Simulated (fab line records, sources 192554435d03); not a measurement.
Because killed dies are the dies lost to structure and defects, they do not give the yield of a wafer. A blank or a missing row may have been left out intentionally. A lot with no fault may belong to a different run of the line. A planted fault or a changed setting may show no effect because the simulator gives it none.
The tool behind it: which one? || flow n5Finfet || 24 lots, 72 wafers sampled, at 4 steps of a route of 1938

== WHAT THE GAUGES READ, wafer by wafer ==
N5_GATE_CUT_INSPECT_26: inspects for defects (darkfield).
{"lot": "L074", "measured": "day 4 14:19", "on": "defectInspect-02", "rawDefectCount": "57 39 37"}
{"lot": "L075", "measured": "day 4 22:10", "on": "defectInspect-01", "rawDefectCount": "59 55 57"}
{"lot": "L076", "measured": "day 5 03:37", "on": "defectInspect-01", "rawDefectCount": "65 51 58"}
{"lot": "L077", "measured": "day 5 10:35", "on": "defectInspect-01", "rawDefectCount": "42 55 32"}
{"lot": "L078", "measured": "day 5 13:39", "on": "defectInspect-01", "rawDefectCount": "33 29 27"}
{"lot": "L079", "measured": "day 5 22:31", "on": "defectInspect-01", "rawDefectCount": "137 66 56"}
{"lot": "L080", "measured": "day 6 02:35", "on": "defectInspect-01", "rawDefectCount": "35 49 40"}
{"lot": "L081", "measured": "day 6 10:33", "on": "defectInspect-01", "rawDefectCount": "24 28 20"}
{"lot": "L082", "measured": "day 6 17:30", "on": "defectInspect-01", "rawDefectCount": "112 72 62"}
{"lot": "L083", "measured": "day 6 19:06", "on": "defectInspect-01", "rawDefectCount": "35 44 19"}
{"lot": "L084", "measured": "day 7 06:38", "on": "defectInspect-01", "rawDefectCount": "13 19 14"}
{"lot": "L085", "measured": "day 7 10:32", "on": "defectInspect-01", "rawDefectCount": "42 53 48"}
{"lot": "L087", "measured": "day 8 19:19", "on": "defectInspect-02", "rawDefectCount": "49 52 33"}
{"lot": "L086", "measured": "day 9 00:50", "on": "defectInspect-01", "rawDefectCount": "70 32 32"}
{"lot": "L088", "measured": "day 9 01:16", "on": "defectInspect-02", "rawDefectCount": "75 60 88"}
{"lot": "L089", "measured": "day 9 02:33", "on": "defectInspect-01", "rawDefectCount": "31 32 44"}
{"lot": "L090", "measured": "day 9 03:05", "on": "defectInspect-01", "rawDefectCount": "25 37 12"}
{"lot": "L093", "measured": "day 10 06:42", "on": "defectInspect-02", "rawDefectCount": "63 59 38"}
{"lot": "L091", "measured": "day 10 08:35", "on": "defectInspect-01", "rawDefectCount": "50 35 35"}
{"lot": "L094", "measured": "day 10 12:05", "on": "defectInspect-01", "rawDefectCount": "62 65 46"}
{"lot": "L095", "measured": "day 10 14:08", "on": "defectInspect-02", "rawDefectCount": "41 24 66"}
{"lot": "L092", "measured": "day 10 16:23", "on": "defectInspect-01", "rawDefectCount": "69 64 34"}
{"lot": "L096", "measured": "day 10 17:13", "on": "defectInspect-01", "rawDefectCount": "62 40 44"}
{"lot": "L097", "measured": "day 10 22:29", "on": "defectInspect-02", "rawDefectCount": "55 72 39"}

N5_MOL_CONTACT_COAG_CD_MEAS_08: target cd 28 nm.
{"lot": "L074", "measured": "day 4 14:37", "on": "cdSem-01", "cdNm (nm)": "27.60 27.79 28.09"}
{"lot": "L075", "measured": "day 4 22:36", "on": "cdSem-03", "cdNm (nm)": "28.22 27.77 27.94"}
{"lot": "L076", "measured": "day 5 03:55", "on": "cdSem-03", "cdNm (nm)": "28.37 27.99 28.21"}
{"lot": "L077", "measured": "day 5 10:53", "on": "cdSem-03", "cdNm (nm)": "28.02 27.58 28.31"}
{"lot": "L078", "measured": "day 5 14:04", "on": "cdSem-03", "cdNm (nm)": "28.11 27.32 27.83"}
{"lot": "L079", "measured": "day 5 22:49", "on": "cdSem-02", "cdNm (nm)": "27.73 27.95 27.45"}
{"lot": "L080", "measured": "day 6 02:53", "on": "cdSem-01", "cdNm (nm)": "27.92 27.92 28.04"}
{"lot": "L081", "measured": "day 6 10:51", "on": "cdSem-02", "cdNm (nm)": "27.89 27.54 28.13"}
{"lot": "L082", "measured": "day 6 17:55", "on": "cdSem-02", "cdNm (nm)": "27.79 28.26 28.29"}
{"lot": "L083", "measured": "day 6 19:24", "on": "cdSem-03", "cdNm (nm)": "28.03 28.17 28.13"}
{"lot": "L084", "measured": "day 7 07:04", "on": "cdSem-03", "cdNm (nm)": "28.14 28.23 28.40"}
{"lot": "L085", "measured": "day 7 10:58", "on": "cdSem-02", "cdNm (nm)": "27.65 27.79 27.59"}
{"lot": "L087", "measured": "day 8 19:37", "on": "cdSem-01", "cdNm (nm)": "27.92 28.23 27.97"}
{"lot": "L086", "measured": "day 9 01:16", "on": "cdSem-03", "cdNm (nm)": "28.33 28.19 28.50"}
{"lot": "L088", "measured": "day 9 01:42", "on": "cdSem-02", "cdNm (nm)": "27.89 27.98 28.20"}
{"lot": "L089", "measured": "day 9 02:59", "on": "cdSem-02", "cdNm (nm)": "27.85 27.99 27.62"}
{"lot": "L090", "measured": "day 9 03:23", "on": "cdSem-02", "cdNm (nm)": "27.97 28.20 28.07"}
{"lot": "L093", "measured": "day 10 07:00", "on": "cdSem-01", "cdNm (nm)": "28.09 27.95 27.88"}
{"lot": "L091", "measured": "day 10 09:00", "on": "cdSem-02", "cdNm (nm)": "28.18 28.37 27.54"}
{"lot": "L094", "measured": "day 10 12:25", "on": "cdSem-01", "cdNm (nm)": "28.19 27.76 28.29"}
{"lot": "L095", "measured": "day 10 14:34", "on": "cdSem-02", "cdNm (nm)": "28.14 27.70 28.00"}
{"lot": "L092", "measured": "day 10 16:41", "on": "cdSem-02", "cdNm (nm)": "28.14 28.28 28.15"}
{"lot": "L096", "measured": "day 10 17:31", "on": "cdSem-03", "cdNm (nm)": "28.28 27.80 28.30"}
{"lot": "L097", "measured": "day 10 22:47", "on": "cdSem-03", "cdNm (nm)": "27.91 27.90 27.62"}

== WHICH TOOL RAN EACH LOT (tool, then ch and the chambers of the sampled wafers, then the start) ==
{"lot": "L074", "N5_GATE_CUT_ETCH_28": "rieDiel-03 ch 0,2,3, day 4 10:50", "N5_GATE_CUT_CMP_23": "cmp-01 ch 0,2,3, day 4 13:17"}
{"lot": "L075", "N5_GATE_CUT_ETCH_28": "rieDiel-03 ch 0,1,3, day 4 18:17", "N5_GATE_CUT_CMP_23": "cmp-03 ch 1,2, day 4 21:08"}
{"lot": "L076", "N5_GATE_CUT_ETCH_28": "rieDiel-02 ch 1,2,3, day 5 00:18", "N5_GATE_CUT_CMP_23": "cmp-03 ch 0,1,2, day 5 02:40"}
{"lot": "L077", "N5_GATE_CUT_ETCH_28": "rieDiel-02 ch 0,1,2, day 5 06:33", "N5_GATE_CUT_CMP_23": "cmp-02 ch 0,1, day 5 09:33"}
{"lot": "L078", "N5_GATE_CUT_ETCH_28": "rieDiel-01 ch 0,2, day 5 10:19", "N5_GATE_CUT_CMP_23": "cmp-03 ch 2,3, day 5 12:37"}
{"lot": "L079", "N5_GATE_CUT_ETCH_28": "rieDiel-03 ch 1,2, day 5 19:08", "N5_GATE_CUT_CMP_23": "cmp-01 ch 0,2, day 5 21:29"}
{"lot": "L080", "N5_GATE_CUT_ETCH_28": "rieDiel-01 ch 0,2, day 5 23:14", "N5_GATE_CUT_CMP_23": "cmp-01 ch 0,1, day 6 01:33"}
{"lot": "L081", "N5_GATE_CUT_ETCH_28": "rieDiel-01 ch 1,2,3, day 6 07:13", "N5_GATE_CUT_CMP_23": "cmp-01 ch 1,2, day 6 09:31"}
{"lot": "L082", "N5_GATE_CUT_ETCH_28": "rieDiel-03 ch 1,2, day 6 14:03", "N5_GATE_CUT_CMP_23": "cmp-02 ch 0,2,3, day 6 16:28"}
{"lot": "L083", "N5_GATE_CUT_ETCH_28": "rieDiel-03 ch 0,1,2, day 6 15:46", "N5_GATE_CUT_CMP_23": "cmp-01 ch 0,2,3, day 6 18:08"}
{"lot": "L084", "N5_GATE_CUT_ETCH_28": "rieDiel-02 ch 0,1,3, day 7 03:19", "N5_GATE_CUT_CMP_23": "cmp-01 ch 0,3, day 7 05:36"}
{"lot": "L085", "N5_GATE_CUT_ETCH_28": "rieDiel-01 ch 2,3, day 7 07:13", "N5_GATE_CUT_CMP_23": "cmp-03 ch 0,1,3, day 7 09:32"}
{"lot": "L087", "N5_GATE_CUT_ETCH_28": "rieDiel-02 ch 0,2,3, day 8 15:59", "N5_GATE_CUT_CMP_23": "cmp-01 ch 0,2,3, day 8 18:19"}
{"lot": "L086", "N5_GATE_CUT_ETCH_28": "rieDiel-01 ch 0,2, day 8 19:27", "N5_GATE_CUT_CMP_23": "cmp-02 ch 1,2,3, day 8 23:47"}
{"lot": "L088", "N5_GATE_CUT_ETCH_28": "rieDiel-01 ch 1,2, day 8 21:28", "N5_GATE_CUT_CMP_23": "cmp-02 ch 1,2, day 9 00:14"}
{"lot": "L089", "N5_GATE_CUT_ETCH_28": "rieDiel-02 ch 0,1,2, day 8 23:13", "N5_GATE_CUT_CMP_23": "cmp-03 ch 0,2,3, day 9 01:31"}
{"lot": "L090", "N5_GATE_CUT_ETCH_28": "rieDiel-01 ch 0,1,2, day 8 23:37", "N5_GATE_CUT_CMP_23": "cmp-01 ch 0,1,2, day 9 01:55"}
{"lot": "L093", "N5_GATE_CUT_ETCH_28": "rieDiel-01 ch 0,1,2, day 10 01:20", "N5_GATE_CUT_CMP_23": "cmp-03 ch 0,1,3, day 10 05:47"}
{"lot": "L091", "N5_GATE_CUT_ETCH_28": "rieDiel-02 ch 0,3, day 10 05:07", "N5_GATE_CUT_CMP_23": "cmp-03 ch 2,3, day 10 07:32"}
{"lot": "L094", "N5_GATE_CUT_ETCH_28": "rieDiel-01 ch 1,2,3, day 10 08:08", "N5_GATE_CUT_CMP_23": "cmp-03 ch 0,2,3, day 10 11:03"}
{"lot": "L095", "N5_GATE_CUT_ETCH_28": "rieDiel-03 ch 0,1,2, day 10 10:49", "N5_GATE_CUT_CMP_23": "cmp-02 ch 0,1,2, day 10 13:06"}
{"lot": "L092", "N5_GATE_CUT_ETCH_28": "rieDiel-01 ch 0,2,3, day 10 11:02", "N5_GATE_CUT_CMP_23": "cmp-02 ch 0,1,2, day 10 14:25"}
{"lot": "L096", "N5_GATE_CUT_ETCH_28": "rieDiel-01 ch 0,2,3, day 10 12:08", "N5_GATE_CUT_CMP_23": "cmp-03 ch 0,1, day 10 16:11"}
{"lot": "L097", "N5_GATE_CUT_ETCH_28": "rieDiel-03 ch 0,1,2, day 10 19:07", "N5_GATE_CUT_CMP_23": "cmp-02 ch 0,1,3, day 10 21:26"}
- N5_GATE_CUT_ETCH_28: etches underlayer in N2/H2, target depth 13 nm, time 10.4 s.
- N5_GATE_CUT_CMP_23: polishes, stops on SiO2, t overpolish 23.4 s, target thk 16 nm.

== AS READ BY THE TOOLS THEMSELVES (means over the sampled wafers that have a number; for cases with no such wafer, the mark the record gives instead) ==
N5_GATE_CUT_ETCH_28.
{"lot": "L074", "tool": "rieDiel-03", "drypumpMotorCurrentA (A)": 5.8, "etchRfOnTimeS (s)": 10.40, "oesProductAu (a.u.)": 0.65, "rfVppV (V)": 524.9, "showerheadPlenumPTorr (Torr)": 2.58, "throttleValvePct (%)": 17.69}
{"lot": "L075", "tool": "rieDiel-03", "drypumpMotorCurrentA (A)": 5.9, "etchRfOnTimeS (s)": 10.42, "oesProductAu (a.u.)": 0.64, "rfVppV (V)": 526.7, "showerheadPlenumPTorr (Torr)": 2.60, "throttleValvePct (%)": 17.87}
{"lot": "L076", "tool": "rieDiel-02", "drypumpMotorCurrentA (A)": 5.9, "etchRfOnTimeS (s)": 10.59, "oesProductAu (a.u.)": 0.61, "rfVppV (V)": 521.8, "showerheadPlenumPTorr (Torr)": 2.45, "throttleValvePct (%)": 18.13}
{"lot": "L077", "tool": "rieDiel-02", "drypumpMotorCurrentA (A)": 5.7, "etchRfOnTimeS (s)": 10.65, "oesProductAu (a.u.)": 0.59, "rfVppV (V)": 522.3, "showerheadPlenumPTorr (Torr)": 2.47, "throttleValvePct (%)": 18.08}
{"lot": "L078", "tool": "rieDiel-01", "drypumpMotorCurrentA (A)": 6.3, "etchRfOnTimeS (s)": 10.38, "oesProductAu (a.u.)": 0.74, "rfVppV (V)": 525.1, "showerheadPlenumPTorr (Torr)": 2.59, "throttleValvePct (%)": 17.65}
{"lot": "L079", "tool": "rieDiel-03", "drypumpMotorCurrentA (A)": 5.9, "etchRfOnTimeS (s)": 10.34, "oesProductAu (a.u.)": 0.65, "rfVppV (V)": 524.8, "showerheadPlenumPTorr (Torr)": 2.59, "throttleValvePct (%)": 17.90}
{"lot": "L080", "tool": "rieDiel-01", "drypumpMotorCurrentA (A)": 6.2, "etchRfOnTimeS (s)": 10.26, "oesProductAu (a.u.)": 0.74, "rfVppV (V)": 524.0, "showerheadPlenumPTorr (Torr)": 2.59, "throttleValvePct (%)": 17.65}
{"lot": "L081", "tool": "rieDiel-01", "drypumpMotorCurrentA (A)": 5.6, "etchRfOnTimeS (s)": 10.11, "oesProductAu (a.u.)": 0.73, "rfVppV (V)": 524.6, "showerheadPlenumPTorr (Torr)": 2.61, "throttleValvePct (%)": 17.59}
{"lot": "L082", "tool": "rieDiel-03", "drypumpMotorCurrentA (A)": 5.9, "etchRfOnTimeS (s)": 10.32, "oesProductAu (a.u.)": 0.64, "rfVppV (V)": 524.5, "showerheadPlenumPTorr (Torr)": 2.59, "throttleValvePct (%)": 17.90}
{"lot": "L083", "tool": "rieDiel-03", "drypumpMotorCurrentA (A)": 5.6, "etchRfOnTimeS (s)": 10.35, "oesProductAu (a.u.)": 0.65, "rfVppV (V)": 525.4, "showerheadPlenumPTorr (Torr)": 2.58, "throttleValvePct (%)": 17.85}
{"lot": "L084", "tool": "rieDiel-02", "drypumpMotorCurrentA (A)": 5.7, "etchRfOnTimeS (s)": 10.40, "oesProductAu (a.u.)": 0.67, "rfVppV (V)": 520.1, "showerheadPlenumPTorr (Torr)": 2.44, "throttleValvePct (%)": 17.95}
{"lot": "L085", "tool": "rieDiel-01", "drypumpMotorCurrentA (A)": 5.5, "etchRfOnTimeS (s)": 10.24, "oesProductAu (a.u.)": 0.64, "rfVppV (V)": 523.7, "showerheadPlenumPTorr (Torr)": 2.53, "throttleValvePct (%)": 17.71}
{"lot": "L087", "tool": "rieDiel-02", "drypumpMotorCurrentA (A)": 6.1, "etchRfOnTimeS (s)": 10.22, "oesProductAu (a.u.)": 0.74, "rfVppV (V)": 521.5, "showerheadPlenumPTorr (Torr)": 2.47, "throttleValvePct (%)": 17.82}
{"lot": "L086", "tool": "rieDiel-01", "drypumpMotorCurrentA (A)": 6.0, "etchRfOnTimeS (s)": 10.44, "oesProductAu (a.u.)": 0.71, "rfVppV (V)": 524.9, "showerheadPlenumPTorr (Torr)": 2.59, "throttleValvePct (%)": 17.74}
{"lot": "L088", "tool": "rieDiel-01", "drypumpMotorCurrentA (A)": 5.7, "etchRfOnTimeS (s)": 10.42, "oesProductAu (a.u.)": 0.74, "rfVppV (V)": 526.0, "showerheadPlenumPTorr (Torr)": 2.64, "throttleValvePct (%)": 17.65}
{"lot": "L089", "tool": "rieDiel-02", "drypumpMotorCurrentA (A)": 5.7, "etchRfOnTimeS (s)": 10.21, "oesProductAu (a.u.)": 0.74, "rfVppV (V)": 521.6, "showerheadPlenumPTorr (Torr)": 2.46, "throttleValvePct (%)": 17.84}
{"lot": "L090", "tool": "rieDiel-01", "drypumpMotorCurrentA (A)": 6.0, "etchRfOnTimeS (s)": 10.16, "oesProductAu (a.u.)": 0.74, "rfVppV (V)": 526.7, "showerheadPlenumPTorr (Torr)": 2.62, "throttleValvePct (%)": 17.60}
{"lot": "L093", "tool": "rieDiel-01", "drypumpMotorCurrentA (A)": 6.0, "etchRfOnTimeS (s)": 10.22, "oesProductAu (a.u.)": 0.72, "rfVppV (V)": 525.3, "showerheadPlenumPTorr (Torr)": 2.62, "throttleValvePct (%)": 17.60}
{"lot": "L091", "tool": "rieDiel-02", "drypumpMotorCurrentA (A)": 5.8, "etchRfOnTimeS (s)": 10.28, "oesProductAu (a.u.)": 0.71, "rfVppV (V)": 521.3, "showerheadPlenumPTorr (Torr)": 2.46, "throttleValvePct (%)": 17.78}
{"lot": "L094", "tool": "rieDiel-01", "drypumpMotorCurrentA (A)": 5.6, "etchRfOnTimeS (s)": 10.17, "oesProductAu (a.u.)": 0.76, "rfVppV (V)": 524.7, "showerheadPlenumPTorr (Torr)": 2.59, "throttleValvePct (%)": 17.47}
{"lot": "L095", "tool": "rieDiel-03", "drypumpMotorCurrentA (A)": 5.6, "etchRfOnTimeS (s)": 10.47, "oesProductAu (a.u.)": 0.63, "rfVppV (V)": 524.4, "showerheadPlenumPTorr (Torr)": 2.57, "throttleValvePct (%)": 17.89}
{"lot": "L092", "tool": "rieDiel-01", "drypumpMotorCurrentA (A)": 5.8, "etchRfOnTimeS (s)": 10.32, "oesProductAu (a.u.)": 0.74, "rfVppV (V)": 523.7, "showerheadPlenumPTorr (Torr)": 2.55, "throttleValvePct (%)": 17.56}
{"lot": "L096", "tool": "rieDiel-01", "drypumpMotorCurrentA (A)": 5.8, "etchRfOnTimeS (s)": 10.32, "oesProductAu (a.u.)": 0.74, "rfVppV (V)": 524.1, "showerheadPlenumPTorr (Torr)": 2.55, "throttleValvePct (%)": 17.55}
{"lot": "L097", "tool": "rieDiel-03", "drypumpMotorCurrentA (A)": 5.6, "etchRfOnTimeS (s)": 10.39, "oesProductAu (a.u.)": 0.63, "rfVppV (V)": 525.0, "showerheadPlenumPTorr (Torr)": 2.57, "throttleValvePct (%)": 17.90}

N5_GATE_CUT_CMP_23.
{"lot": "L074", "tool": "cmp-01", "motorCurrentA (A)": 8.4, "overpolishRunS (s)": 23.392, "timeToEndpointS (s)": 17.7}
{"lot": "L075", "tool": "cmp-03", "motorCurrentA (A)": 8.9, "overpolishRunS (s)": 23.399, "timeToEndpointS (s)": 21.1}
{"lot": "L076", "tool": "cmp-03", "motorCurrentA (A)": 9.3, "overpolishRunS (s)": 23.396, "timeToEndpointS (s)": 19.2}
{"lot": "L077", "tool": "cmp-02", "motorCurrentA (A)": 9.3, "overpolishRunS (s)": 23.402, "timeToEndpointS (s)": 16.6}
{"lot": "L078", "tool": "cmp-03", "motorCurrentA (A)": 8.3, "overpolishRunS (s)": 23.396, "timeToEndpointS (s)": 19.8}
{"lot": "L079", "tool": "cmp-01", "motorCurrentA (A)": 8.0, "overpolishRunS (s)": 23.401, "timeToEndpointS (s)": 20.8}
{"lot": "L080", "tool": "cmp-01", "motorCurrentA (A)": 8.2, "overpolishRunS (s)": 23.406, "timeToEndpointS (s)": 19.7}
{"lot": "L081", "tool": "cmp-01", "motorCurrentA (A)": 8.2, "overpolishRunS (s)": 23.395, "timeToEndpointS (s)": 20.1}
{"lot": "L082", "tool": "cmp-02", "motorCurrentA (A)": 9.3, "overpolishRunS (s)": 23.400, "timeToEndpointS (s)": 20.6}
{"lot": "L083", "tool": "cmp-01", "motorCurrentA (A)": 8.4, "overpolishRunS (s)": 23.395, "timeToEndpointS (s)": 21.7}
{"lot": "L084", "tool": "cmp-01", "motorCurrentA (A)": 8.3, "overpolishRunS (s)": 23.402, "timeToEndpointS (s)": 20.7}
{"lot": "L085", "tool": "cmp-03", "motorCurrentA (A)": 9.5, "overpolishRunS (s)": 23.399, "timeToEndpointS (s)": 19.5}
{"lot": "L087", "tool": "cmp-01", "motorCurrentA (A)": 8.3, "overpolishRunS (s)": 23.399, "timeToEndpointS (s)": 18.9}
{"lot": "L086", "tool": "cmp-02", "motorCurrentA (A)": 8.5, "overpolishRunS (s)": 23.403, "timeToEndpointS (s)": 21.0}
{"lot": "L088", "tool": "cmp-02", "motorCurrentA (A)": 8.5, "overpolishRunS (s)": 23.407, "timeToEndpointS (s)": 19.6}
{"lot": "L089", "tool": "cmp-03", "motorCurrentA (A)": 8.7, "overpolishRunS (s)": 23.403, "timeToEndpointS (s)": 19.5}
{"lot": "L090", "tool": "cmp-01", "motorCurrentA (A)": 8.2, "overpolishRunS (s)": 23.399, "timeToEndpointS (s)": 18.7}
{"lot": "L093", "tool": "cmp-03", "motorCurrentA (A)": 9.2, "overpolishRunS (s)": 23.400, "timeToEndpointS (s)": 22.3}
{"lot": "L091", "tool": "cmp-03", "motorCurrentA (A)": 8.4, "overpolishRunS (s)": 23.399, "timeToEndpointS (s)": 21.8}
{"lot": "L094", "tool": "cmp-03", "motorCurrentA (A)": 8.8, "overpolishRunS (s)": 23.407, "timeToEndpointS (s)": 22.0}
{"lot": "L095", "tool": "cmp-02", "motorCurrentA (A)": 9.3, "overpolishRunS (s)": 23.405, "timeToEndpointS (s)": 19.7}
{"lot": "L092", "tool": "cmp-02", "motorCurrentA (A)": 9.0, "overpolishRunS (s)": 23.402, "timeToEndpointS (s)": 18.8}
{"lot": "L096", "tool": "cmp-03", "motorCurrentA (A)": 9.6, "overpolishRunS (s)": 23.402, "timeToEndpointS (s)": 19.9}
{"lot": "L097", "tool": "cmp-02", "motorCurrentA (A)": 9.0, "overpolishRunS (s)": 23.404, "timeToEndpointS (s)": 19.4}

== THE ANSWER, worked out from the rows above alone ==
Rule: usual is defined by the lots themselves. Put in order of their means at a reading, lots are off if they are a third of the lots or fewer, leave a main group of 4 or more, and stand apart from it by a gap of 3 or more times the standard deviation of the main group's means; of several such gaps the widest counts. A main group is skipped when, at the precision printed for the reading in the tables above, its means are all equal. A lot without any number at a reading at which 4 lots or more have one is off too. The other lots that the step has rows for count as sound. After the gauges, taken in route order, come the tools' own readings; for these a lot's mean is taken, as printed above. At the first step where some lot is off, the reading lying furthest off is the one used; lots without a number count as furthest.
None of the lots is off at any reading shown; this tells nothing.

== WHAT THE SIMULATOR HAD INSERTED ==
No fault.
